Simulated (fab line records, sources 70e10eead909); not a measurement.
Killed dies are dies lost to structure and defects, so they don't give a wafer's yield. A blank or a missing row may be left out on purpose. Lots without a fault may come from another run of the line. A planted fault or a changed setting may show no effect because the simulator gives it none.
Chamber matching | flow nand_harc | NHARC_A_M1_CMP_23 on cmp-02: 4 sister chambers
The step polishes, t overpolish 20 s, target thk 154.34 nm. 20 wafers are shown with their chamber, then 10 later ones without.

WAFERS WITH THEIR CHAMBER
wafer  | chamber | motor_current_A (A) | time_to_endpoint_s (s)
L074.1 | 2       | 12.1                | 26.9
L074.3 | 1       | 13.0                | 28.7
L074.4 | 0       | 11.3                | 28.4
L077.1 | 2       | 11.5                | 30.1
L077.2 | 3       | 16.6                | 33.0
L077.3 | 1       | 13.2                | 29.4
L083.1 | 3       | 16.9                | 32.5
L083.3 | 2       | 12.2                | 27.5
L083.6 | 1       | 13.2                | 26.3
L084.2 | 1       | 12.3                | 24.7
L084.3 | 0       | 11.6                | 28.9
L084.4 | 2       | 11.5                | 26.0
L087.2 | 1       | 13.3                | 26.2
L087.4 | 3       | 16.4                | 31.7
L087.5 | 0       | 11.2                | 29.8
L086.3 | 0       | 11.0                | 27.8
L086.4 | 1       | 13.2                | 27.2
L086.5 | 2       | 11.7                | 26.0
L085.3 | 0       | 10.8                | 29.3
L085.5 | 2       | 11.7                | 27.6

SIGNATURES (means of the wafers above)
reading            | chamber 0 | chamber 1 | chamber 2 | chamber 3 | scatter within a chamber
motor_current_A    | 11.180    | 13.033    | 11.783    | 16.633    | 0.32
time_to_endpoint_s | 28.840    | 27.083    | 27.350    | 32.400    | 1.37
Rule: a wafer's distance from a chamber is the root of the sum, over the readings, of the square of ((its reading less the chamber's mean) divided by the reading's scatter). The wafer belongs to the nearest chamber; if the next one is less than 2 further off, it can't be placed. The scatter: the root of (the sum of the squares of (reading less its chamber's mean) over the shown wafers, divided by (wafers less chambers)).

WAFERS WITHOUT THEIR CHAMBER
wafer  | motor_current_A (A) | time_to_endpoint_s (s)
L085.6 | 12.9                | 26.7
L089.1 | 13.3                | 26.1
L089.5 | 13.5                | 25.8
L089.6 | 11.2                | 27.3
L092.1 | 11.2                | 25.4
L092.5 | 15.9                | 30.8
L092.6 | 12.1                | 23.6
L093.2 | 12.1                | 27.3
L093.3 | 11.0                | 28.2
L093.6 | 16.6                | 30.5

WHICH CHAMBER EACH WENT THROUGH
wafer  | from the rows above          | in truth
L085.6 | 1                            | 1
L089.1 | 1                            | 1
L089.5 | 1                            | 1
L089.6 | can't be placed: 0 or 2      | 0
L092.1 | can't be placed: 2 or 0      | 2
L092.5 | 3                            | 3
L092.6 | can't be placed: 2 or 1 or 0 | 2
L093.2 | can't be placed: 2 or 1      | 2
L093.3 | can't be placed: 0 or 2      | 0
L093.6 | 3                            | 3
Placed correctly: 5 of 10. Can't be placed from these rows: 5 (the true chamber is among the candidates in 5). Placed wrongly: 0.
